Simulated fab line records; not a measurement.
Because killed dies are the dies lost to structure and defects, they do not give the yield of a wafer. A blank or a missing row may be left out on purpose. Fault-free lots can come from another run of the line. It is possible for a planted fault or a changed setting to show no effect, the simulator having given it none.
Lot-split experiment ; flow n5_finfet ; route with 1938 steps; 7 lots, 21 wafers read

== THE SPLIT ITSELF ==
At N5_PMOS_HMC_CHANNEL_EPI_EXPOSE_06 (exposes mask PMOS HMC BLK, target cd 240 nm), the setting dose_mj was moved away from the recipe's 41 on 6 of the 21 wafers read, by -6.8% to +5.6%. This setting was run at the recipe's value on the other wafers.

== BETWEEN THE SPLIT AND THE READING: the file shows 1 step in between ==
- N5_PMOS_HMC_CHANNEL_EPI_DEVELOP_08: develop time 30 s (also split here: develop_time_s)

== THE READING ==
cd_nm at N5_PMOS_HMC_CHANNEL_EPI_CD_MEAS_09, given in nm (cd target 237.4 nm). On this fab line, fault-free wafers typically give 237.3 nm with a standard deviation of 0.85 nm.

wafer;tool, chamber at the split;dose_mj as run;against the recipe;cd_nm, nm;against lot-mates on the recipe
L079.3;arfi_scanner-01, 0;41;recipe;236.4;-
L079.5;arfi_scanner-01, 0;41;recipe;237.3;-
L079.6;arfi_scanner-01, 0;41;recipe;238.3;-
L080.1;arfi_scanner-01, 0;43.31;+5.6%;241.2;+4.2
L080.5;arfi_scanner-01, 0;43.31;+5.6%;240.6;+3.6
L080.6;arfi_scanner-01, 0;41;recipe;237.0;-
L086.1;arfi_scanner-02, 0;42.16;+2.8%;241.9;+3.3
L086.2;arfi_scanner-02, 0;41;recipe;239.1;-
L086.3;arfi_scanner-02, 0;41;recipe;238.1;-
L087.1;arfi_scanner-02, 0;41;recipe;236.9;-
L087.4;arfi_scanner-02, 0;41;recipe;237.2;-
L087.5;arfi_scanner-02, 0;41;recipe;236.6;-
L088.1;arfi_scanner-03, 0;41;recipe;238.7;-
L088.3;arfi_scanner-03, 0;41;recipe;237.3;-
L088.6;arfi_scanner-03, 0;41;recipe;237.1;-
L089.2;arfi_scanner-01, 0;41;recipe;236.1;-
L089.4;arfi_scanner-01, 0;39.03;-4.8%;232.3;-3.9
L089.6;arfi_scanner-01, 0;41;recipe;236.4;-
L093.4;arfi_scanner-01, 0;38.2;-6.8%;231.5;-4.7
L093.5;arfi_scanner-01, 0;41;recipe;236.2;-
L093.6;arfi_scanner-01, 0;38.2;-6.8%;231.1;-5.1

THE FIT
A straight line over all 21 wafers: cd_nm changes by +0.847 nm for each +1% of dose_mj; r = +0.93; the points scatter about the line by 1 nm.
The same after taking each lot's own level away (the mean of its wafers on the recipe; 21 wafers): +0.742 nm for each +1%; r = +0.97; scatter 0.57 nm.
The reading moves by 5.1 nm for the largest change in dose_mj, on that fit.
From 236.20 to 238.60 nm: that is the span of the lots' own levels, equal to 2.8 times the standard deviation above.
Thus the slope moves with the lot-to-lot level: the two fits are different.
Check: with one of the wafers moved furthest among these (-6.8%) left out of the fit, the line predicts -5.17 nm for it against its lot-mates. It came out at -4.7 nm against them.

== ADDITIONAL SPLITS CARRIED BY THESE WAFERS ==
These wafers also went through other splits before the reading. Each is held against what the fit with the lots' levels taken away leaves over:
other split on the same wafers;wafers away from the commonest value;r with cd_nm (lot level and that fit taken away)
N5_WELL_APT_EXPOSE_05 dose_mj;6;+0.12
N5_WELL_APT_DEVELOP_07 develop_time_s;4;+0.16
N5_PMOS_HMC_CHANNEL_EPI_DEVELOP_08 develop_time_s;10;+0.51

== THE WHOLE CHAIN: every reading that the file lists as answering this split, in the file's order ==
step;what it does;reading;change (the file's fit);r (the file's)
N5_PMOS_HMC_CHANNEL_EPI_CD_MEAS_09;target cd 237.4 nm;cd_nm;+0.764 nm for each +1% of the setting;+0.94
N5_PMOS_HMC_CHANNEL_EPI_DESCUM_14;chemistry O2, time 7.9 s;PMOS_HMC_CHANNEL_EPI.cd_nm (the simulator's own value, which no gauge read);+0.768 nm for each +1% of the setting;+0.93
N5_PMOS_HMC_CHANNEL_EPI_ETCH_32;etches BARC in N2/H2, stops on SiO2, target depth 85.8 nm, time 50.3 s;PMOS_HMC_CHANNEL_EPI.cd_nm (the simulator's own value, which no gauge read);+0.81 nm for each +1% of the setting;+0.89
N5_PMOS_HMC_CHANNEL_EPI_ETCH_38;etches SiO2 in CF4, target depth 1.5 nm;PMOS_HMC_CHANNEL_EPI.cd_nm (the simulator's own value, which no gauge read);+0.821 nm for each +1% of the setting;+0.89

== FILE'S OWN FIT ==
cd_nm changes by +0.764 nm for each +1% of dose_mj, r = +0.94.
